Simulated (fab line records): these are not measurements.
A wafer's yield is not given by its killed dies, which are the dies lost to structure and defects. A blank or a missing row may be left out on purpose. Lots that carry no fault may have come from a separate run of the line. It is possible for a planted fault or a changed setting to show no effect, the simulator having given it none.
2 desks, one fault || flow n5Finfet || each desk has only its own numbers; what lay behind them comes last

== TOOL OWNER'S DESK, remotePlasma-02 ==
The tool's own readings at N5_MOL_CONTACT_COAG_PRECLEAN_111 (cleans in NF3:NH3, afs cycles 1, time 20 s, sublimation time 60 s): means of the sampled wafers that have a number, for each lot that ran on this tool. Marked OUT: a lot whose mean sits more than 4 standard deviations from the usual mean, which makes it out of limits; the brackets give that distance.
Columns: A = tempC at N5_MOL_CONTACT_COAG_PRECLEAN_111, usual 29.99 C
{"lot": "L487", "first seen here": "day 5 06:35", "A": 29.95}
{"lot": "L497", "first seen here": "day 7 20:03", "A": 29.94}
{"lot": "L499", "first seen here": "day 8 05:48", "A": 29.91}
This desk's verdict: no lot among the 3 shows anything out of limits.

== AT THE METROLOGY DESK ==
What the gauges read, lot by lot, whatever tool the lot ran on: means of the sampled wafers that have a number. Marked OUT: a lot whose mean sits more than 4 standard deviations from the usual mean, which makes it out of limits; the brackets give that distance.
Columns: A = cdNm at N5_MOL_CONTACT_COAG_CD_MEAS_99, usual 17.1 nm; B = MD_CAP_THK at N5_MOL_CONTACT_COAG_THK_MEAS_29, usual 17.87 nm
{"lot": "L487", "first seen here": "day 5 05:19", "A": 17.1, "B": 17.85}
{"lot": "L488", "first seen here": "day 5 16:26", "A": 17.0, "B": 17.93}
{"lot": "L490", "first seen here": "day 5 22:40", "A": 16.6, "B": 17.88}
{"lot": "L491", "first seen here": "day 6 05:07", "A": 17.4, "B": 17.91}
{"lot": "L497", "first seen here": "day 7 19:44", "A": 17.1, "B": 17.79}
{"lot": "L499", "first seen here": "day 8 05:33", "A": 17.3, "B": 17.84}
This desk's verdict: no lot among the 6 shows anything out of limits.

== TAKEN TOGETHER ==
The desk of the tool owner found nothing out of limits.
The metrology desk saw nothing out of limits.

== WHAT THE SIMULATOR PUT IN ==
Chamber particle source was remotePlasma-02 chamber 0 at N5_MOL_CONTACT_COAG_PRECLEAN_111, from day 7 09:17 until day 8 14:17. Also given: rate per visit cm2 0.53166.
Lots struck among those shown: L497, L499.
